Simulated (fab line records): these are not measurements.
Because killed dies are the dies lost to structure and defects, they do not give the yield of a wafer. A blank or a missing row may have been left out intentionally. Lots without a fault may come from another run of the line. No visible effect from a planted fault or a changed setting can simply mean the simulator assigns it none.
Which of the tools did it? ; flow nand-harc ; 22 lots with 66 wafers sampled at 5 steps, on a route of 1302 steps

== WHAT EACH GAUGE READ, for each wafer ==
NHARC_A_BLC_INSPECT_28. Usual: raw-defect-count at 515, with a standard deviation of 150.
lot;measured;on;raw-defect-count;flag
L075;day 22 16:05;defect-inspect-01;353 377 461;
L074;day 23 04:23;defect-inspect-02;425 407 478;
L077;day 24 09:10;defect-inspect-01;372 504 546;
L078;day 24 10:32;defect-inspect-01;487 530 424;
L079;day 25 04:06;defect-inspect-02;637 499 507;
L081;day 25 17:38;defect-inspect-02;645 422 500;
L082;day 26 12:39;defect-inspect-01;820 605 563;
L083;day 26 13:16;defect-inspect-01;429 435 506;
L084;day 26 15:50;defect-inspect-02;910 726 526;
L085;day 27 06:47;defect-inspect-02;1087 768 922;
L086;day 28 02:47;defect-inspect-01;361 286 397;
L088;day 28 04:22;defect-inspect-02;599 651 588;
L087;day 28 04:56;defect-inspect-02;324 299 326;
L089;day 28 06:01;defect-inspect-02;494 621 550;
L091;day 28 19:36;defect-inspect-02;738 600 812;
L090;day 29 00:14;defect-inspect-01;441 441 424;
L092;day 30 02:26;defect-inspect-02;399 395 363;
L093;day 30 03:09;defect-inspect-02;419 575 469;
L094;day 31 03:40;defect-inspect-02;536 415 593;
L095;day 31 07:07;defect-inspect-01;530 611 648;
L096;day 31 08:04;defect-inspect-02;274 355 313;
L097;day 32 12:59;defect-inspect-01;504 632 472;

NHARC_A_M0_OVL_MEAS_10: pitch 160 nm. Usual: overlay-x-nm 0.0 nm, standard deviation 0.95; overlay-y-nm 0.0 nm, standard deviation 0.86.
lot;measured;on;overlay-x-nm (nm);overlay-y-nm (nm);flag
L075;day 22 17:04;overlay-01;0.6 0.6 1.1;0.4 0.2 0.2;
L074;day 23 05:23;overlay-01;1.0 0.3 0.5;1.6 1.4 1.8;
L077;day 24 10:02;overlay-01;-0.8 -0.5 -0.3;-1.2 -0.4 -1.2;
L078;day 24 11:24;overlay-02;1.6 1.2 1.3;0.2 0.2 0.3;
L079;day 25 05:05;overlay-02;0.8 0.6 0.5;0.8 0.6 0.2;
L081;day 25 18:37;overlay-02;-0.7 -0.9 -0.1;0.3 -0.2 -0.5;
L082;day 26 13:31;overlay-02;-0.4 -0.2 -0.3;0.9 0.6 1.3;
L083;day 26 14:08;overlay-02;-1.0 -0.8 -1.1;-0.4 0.2 -0.3;
L084;day 26 16:42;overlay-02;0.3 0.9 0.2;-0.6 -0.9 -0.6;
L085;day 27 07:40;overlay-02;0.0 0.4 0.1;0.3 0.7 0.2;
L086;day 28 03:47;overlay-01;1.0 1.3 1.2;0.7 0.6 0.4;
L088;day 28 05:22;overlay-01;-1.5 -1.4 -1.2;2.0 1.7 2.0;
L087;day 28 05:55;overlay-02;-0.7 -0.5 -1.0;-2.2 -1.4 -0.8;
L089;day 28 07:01;overlay-02;-1.3 -1.1 -1.4;-0.6 -0.4 0.0;
L091;day 28 20:35;overlay-01;-0.6 -0.5 0.4;-0.9 -0.9 -0.2;
L090;day 29 01:13;overlay-01;0.6 0.8 0.9;-0.4 -0.7 0.1;
L092;day 30 03:25;overlay-02;-1.4 -1.3 -1.0;-1.0 -1.0 -1.7;
L093;day 30 04:01;overlay-02;2.1 1.6 1.4;0.2 -0.1 -0.1;
L094;day 31 04:40;overlay-02;1.0 1.3 0.8;0.3 -0.1 0.3;
L095;day 31 07:59;overlay-01;0.5 1.4 0.9;-0.9 -0.7 0.2;
L096;day 31 09:03;overlay-01;-1.7 -1.8 -1.5;0.0 0.1 0.5;
L097;day 32 13:59;overlay-02;0.2 0.1 0.0;-0.3 -0.2 0.5;

== WHICH TOOL RAN EACH LOT (tool, then ch and the chambers of the sampled wafers, then the start) ==
lot;NHARC_A_CONTACT_ETCH_98;NHARC_A_CONTACT_STRIP_26;NHARC_A_BLC_ETCH_16
L075;rie-diel-02 ch 0,1,3, day 22 13:13 or earlier;rie-diel-13 ch 0,1,3, day 22 13:13 or earlier;rie-diel-01 ch 0,2,3, day 22 13:13
L074;rie-diel-02 ch 0,1, day 22 21:44;rie-diel-02 ch 0,2, day 23 01:11 or earlier;rie-diel-01 ch 0,2, day 23 01:11
L077;rie-diel-02 ch 1,3, day 24 06:19 or earlier;rie-diel-13 ch 0,2,3, day 24 06:19 or earlier;rie-diel-03 ch 0,1,2, day 24 06:19
L078;rie-diel-13 ch 0,2,3, day 24 07:41 or earlier;rie-diel-13 ch 1,2,3, day 24 07:41 or earlier;rie-diel-03 ch 0,1,3, day 24 07:41
L079;rie-diel-07 ch 1,2,3, day 25 01:15 or earlier;rie-diel-07 ch 2,3, day 25 01:15 or earlier;rie-diel-03 ch 0,1,2, day 25 01:15
L081;rie-diel-07 ch 0,2, day 25 14:46 or earlier;rie-diel-13 ch 0,1, day 25 14:46 or earlier;rie-diel-03 ch 0,1,2, day 25 14:46
L082;rie-diel-02 ch 1,2, day 26 09:37 or earlier;rie-diel-02 ch 0,1,2, day 26 09:37 or earlier;rie-diel-03 ch 0,1,3, day 26 09:37
L083;rie-diel-13 ch 1,2,3, day 26 10:20 or earlier;rie-diel-02 ch 1,3, day 26 10:20 or earlier;rie-diel-01 ch 0,1, day 26 10:20
L084;rie-diel-02 ch 0,2,3, day 26 12:49 or earlier;rie-diel-02 ch 1,2,3, day 26 12:49 or earlier;rie-diel-03 ch 0,3, day 26 12:49
L085;rie-diel-07 ch 0,3, day 27 03:52 or earlier;rie-diel-07 ch 0,1, day 27 03:52 or earlier;rie-diel-03 ch 0,1, day 27 03:52
L086;rie-diel-07 ch 0,2,3, day 27 23:55 or earlier;rie-diel-07 ch 0,3, day 27 23:55 or earlier;rie-diel-03 ch 0,1,3, day 27 23:55
L088;rie-diel-13 ch 0,2,3, day 28 01:29 or earlier;rie-diel-02 ch 0,3, day 28 01:29 or earlier;rie-diel-01 ch 0,1,2, day 28 01:29
L087;rie-diel-07 ch 1,2, day 28 02:02 or earlier;rie-diel-07 ch 0,3, day 28 02:02 or earlier;rie-diel-05 ch 0,1,3, day 28 02:02
L089;rie-diel-07 ch 0,1,2, day 28 03:07 or earlier;rie-diel-13 ch 1,2,3, day 28 03:07 or earlier;rie-diel-05 ch 0,1,2, day 28 03:07
L091;rie-diel-02 ch 1,2, day 28 16:44 or earlier;rie-diel-13 ch 0,1,3, day 28 16:44 or earlier;rie-diel-03 ch 1,3, day 28 16:44
L090;rie-diel-02 ch 0,1,3, day 28 21:23 or earlier;rie-diel-02 ch 1,2,3, day 28 21:23 or earlier;rie-diel-01 ch 0,1,3, day 28 21:23
L092;rie-diel-02 ch 0,1, day 29 23:35 or earlier;rie-diel-02 ch 0,1,3, day 29 23:35 or earlier;rie-diel-05 ch 1,2,3, day 29 23:35
L093;rie-diel-13 ch 0,1,2, day 30 00:18 or earlier;rie-diel-13 ch 1,2,3, day 30 00:18 or earlier;rie-diel-03 ch 1,2,3, day 30 00:18
L094;rie-diel-02 ch 0,1,2, day 31 00:39 or earlier;rie-diel-07 ch 0,1,3, day 31 00:39 or earlier;rie-diel-01 ch 0,1,2, day 31 00:39
L095;rie-diel-02 ch 1,2, day 31 04:16 or earlier;rie-diel-02 ch 1,2,3, day 31 04:16 or earlier;rie-diel-01 ch 0,3, day 31 04:16
L096;rie-diel-02 ch 1,2, day 31 05:12 or earlier;rie-diel-02 ch 0,1,2, day 31 05:12 or earlier;rie-diel-03 ch 1,2, day 31 05:12
L097;rie-diel-13 ch 0,1,2, day 32 10:08 or earlier;rie-diel-13 ch 1,3, day 32 10:08 or earlier;rie-diel-03 ch 0,1, day 32 10:08
- NHARC_A_CONTACT_ETCH_98: etches the open film in C4F6/O2, target depth 20 nm, time 10 s.
- NHARC_A_CONTACT_STRIP_26: strips in O2.
- NHARC_A_BLC_ETCH_16: etches the open film in CF4, target depth 39 nm, time 65 s.

== WHAT THE TOOLS THEMSELVES READ (means of the sampled wafers that have a number; where no wafer has one, the mark that the record gives instead) ==
NHARC_A_CONTACT_ETCH_98. Usual: chamber-pressure-mTorr 29.997 mTorr, standard deviation 0.026; drypump-motor-current-A 6.11 A, standard deviation 0.26; oes-product-au 0.961 a.u., standard deviation 0.023; rf-vpp-V 548 V, standard deviation 4.4; showerhead-plenum-p-Torr 3.99 Torr, standard deviation 0.21; throttle-valve-pct 26.903 %, standard deviation 0.0097.
lot;tool;chamber-pressure-mTorr (mTorr);drypump-motor-current-A (A);oes-product-au (a.u.);rf-vpp-V (V);showerhead-plenum-p-Torr (Torr);throttle-valve-pct (%);flag
L075;rie-diel-02;30.005;5.97;0.947;549;4.02;26.905;
L074;rie-diel-02;29.977;6.17;0.938;553;4.21;26.900;
L077;rie-diel-02;29.990;5.87;0.955;548;4.01;26.904;
L078;rie-diel-13;29.983;6.27;0.942;546;3.87;26.904;
L079;rie-diel-07;30.000;5.93;0.991;546;3.88;26.905;
L081;rie-diel-07;29.992;5.98;0.991;548;3.97;26.897;
L082;rie-diel-02;29.993;6.26;0.955;550;4.10;26.902;
L083;rie-diel-13;29.983;6.28;0.968;548;3.97;26.904;
L084;rie-diel-02;30.005;6.07;0.953;548;3.97;26.894;
L085;rie-diel-07;30.011;6.16;0.944;551;4.12;26.902;
L086;rie-diel-07;29.993;6.05;0.941;550;4.04;26.905;
L088;rie-diel-13;30.008;6.26;1.001;545;3.85;26.906;
L087;rie-diel-07;30.015;5.79;0.946;543;3.73;26.901;
L089;rie-diel-07;30.012;5.94;0.995;547;3.90;26.897;
L091;rie-diel-02;29.998;6.17;0.952;551;4.14;26.903;
L090;rie-diel-02;29.986;5.96;1.004;548;4.01;26.898;
L092;rie-diel-02;30.006;6.10;0.959;552;4.18;26.900;
L093;rie-diel-13;29.977;6.39;1.004;548;3.96;26.906;
L094;rie-diel-02;29.967;6.21;0.943;552;4.14;26.905;
L095;rie-diel-02;29.999;6.16;0.950;551;4.13;26.905;
L096;rie-diel-02;29.982;6.27;0.946;550;4.09;26.892;
L097;rie-diel-13;30.008;6.40;0.945;547;3.95;26.902;

NHARC_A_CONTACT_STRIP_26. Usual: chamber-pressure-mTorr 60.00 mTorr, standard deviation 0.056; drypump-motor-current-A 6.15 A, standard deviation 0.25; oes-product-au 1.003 a.u., standard deviation 0.0072; rf-vpp-V 57.8 V, standard deviation 0.99; showerhead-plenum-p-Torr 3.56 Torr, standard deviation 0.2; throttle-valve-pct 17.038 %, standard deviation 0.0095.
lot;tool;chamber-pressure-mTorr (mTorr);drypump-motor-current-A (A);oes-product-au (a.u.);rf-vpp-V (V);showerhead-plenum-p-Torr (Torr);throttle-valve-pct (%);flag
L075;rie-diel-13;60.00;6.32;1.004;57.4;3.44;17.036;
L074;rie-diel-02;60.02;6.33;1.007;57.8;3.70;17.027;
L077;rie-diel-13;60.01;6.26;0.997;57.5;3.48;17.037;
L078;rie-diel-13;59.97;6.25;0.996;58.0;3.58;17.049;
L079;rie-diel-07;60.01;6.11;0.994;58.0;3.62;17.036;
L081;rie-diel-13;60.00;6.44;1.008;57.2;3.43;17.042;
L082;rie-diel-02;60.01;6.22;1.014;57.9;3.74;17.045;
L083;rie-diel-02;60.03;5.89;1.004;58.8;3.61;17.045;
L084;rie-diel-02;59.98;6.02;1.008;57.4;3.57;17.044;
L085;rie-diel-07;60.01;6.00;1.000;58.0;3.62;17.031;
L086;rie-diel-07;59.95;6.10;1.003;58.4;3.74;17.042;
L088;rie-diel-02;59.99;6.02;1.008;58.1;3.61;17.033;
L087;rie-diel-07;60.03;6.13;1.006;58.5;3.74;17.032;
L089;rie-diel-13;59.96;6.25;0.996;58.1;3.56;17.048;
L091;rie-diel-13;59.98;6.32;0.997;57.0;3.41;17.040;
L090;rie-diel-02;59.99;6.02;1.004;57.5;3.56;17.046;
L092;rie-diel-02;60.02;5.95;1.009;57.3;3.61;17.042;
L093;rie-diel-13;60.04;6.26;1.003;58.2;3.55;17.033;
L094;rie-diel-07;60.07;5.98;0.999;58.3;3.57;17.032;
L095;rie-diel-02;60.00;6.00;1.010;57.8;3.56;17.043;
L096;rie-diel-02;59.98;6.22;1.005;57.6;3.73;17.034;
L097;rie-diel-13;60.00;6.19;1.004;57.4;3.40;17.036;

NHARC_A_BLC_ETCH_16. Usual: chamber-pressure-mTorr 50.00 mTorr, standard deviation 0.047; drypump-motor-current-A 5.6 A, standard deviation 0.41; oes-product-au 0.999 a.u., standard deviation 0.0069; rf-vpp-V 151.2 V, standard deviation 1.3; showerhead-plenum-p-Torr 1.75 Torr, standard deviation 0.082; throttle-valve-pct 13.285 %, standard deviation 0.0092.
lot;tool;chamber-pressure-mTorr (mTorr);drypump-motor-current-A (A);oes-product-au (a.u.);rf-vpp-V (V);showerhead-plenum-p-Torr (Torr);throttle-valve-pct (%);flag
L075;rie-diel-01;50.06;5.5;0.994;152.2;1.79;13.283;
L074;rie-diel-01;50.03;5.6;0.999;152.7;1.86;13.288;
L077;rie-diel-03;50.00;5.7;0.997;150.1;1.68;13.280;
L078;rie-diel-03;50.02;5.7;0.993;151.6;1.73;13.285;
L079;rie-diel-03;49.99;5.6;0.997;151.2;1.68;13.282;
L081;rie-diel-03;50.03;5.7;1.004;149.8;1.68;13.285;
L082;rie-diel-03;50.03;5.7;1.002;151.6;1.73;13.281;
L083;rie-diel-01;49.98;5.4;1.000;152.0;1.81;13.284;
L084;rie-diel-03;50.03;5.3;0.997;150.9;1.75;13.282;
L085;rie-diel-03;50.00;5.7;1.001;149.9;1.67;13.279;
L086;rie-diel-03;50.00;5.7;0.993;150.9;1.73;13.281;
L088;rie-diel-01;50.04;5.6;1.004;152.4;1.82;13.284;
L087;rie-diel-05;49.98;5.7;0.996;151.9;1.79;13.277;
L089;rie-diel-05;49.99;5.7;1.010;151.5;1.82;13.292;
L091;rie-diel-03;49.94;6.0;1.001;150.3;1.78;13.282;
L090;rie-diel-01;49.98;5.4;1.001;150.2;1.77;13.275;
L092;rie-diel-05;50.00;5.4;0.998;151.7;1.79;13.288;
L093;rie-diel-03;50.02;6.0;1.000;151.5;1.72;13.288;
L094;rie-diel-01;49.97;5.5;0.997;151.0;1.82;13.281;
L095;rie-diel-01;50.00;5.4;1.000;150.2;1.73;13.290;
L096;rie-diel-03;50.03;6.0;0.989;150.1;1.67;13.280;
L097;rie-diel-03;49.98;5.3;0.999;150.4;1.67;13.281;

== THE ANSWER, worked out from the rows above alone ==
Rule: lot off if the mean of its wafers having a number is beyond 3 standard deviations from the usual mean. Also off: a lot with no number at a reading for which 4 or more lots have one. The other lots that the step has rows for count as sound. Order of review: gauges by route order, followed by the tools' own readings, for which a lot's mean as printed above is used. At the first step where some lot is off, the reading lying furthest off is the one used; lots without a number count as furthest.
No lot is off at any reading shown: from this, nothing can be told.

== WHAT THE SIMULATOR HAD INSERTED ==
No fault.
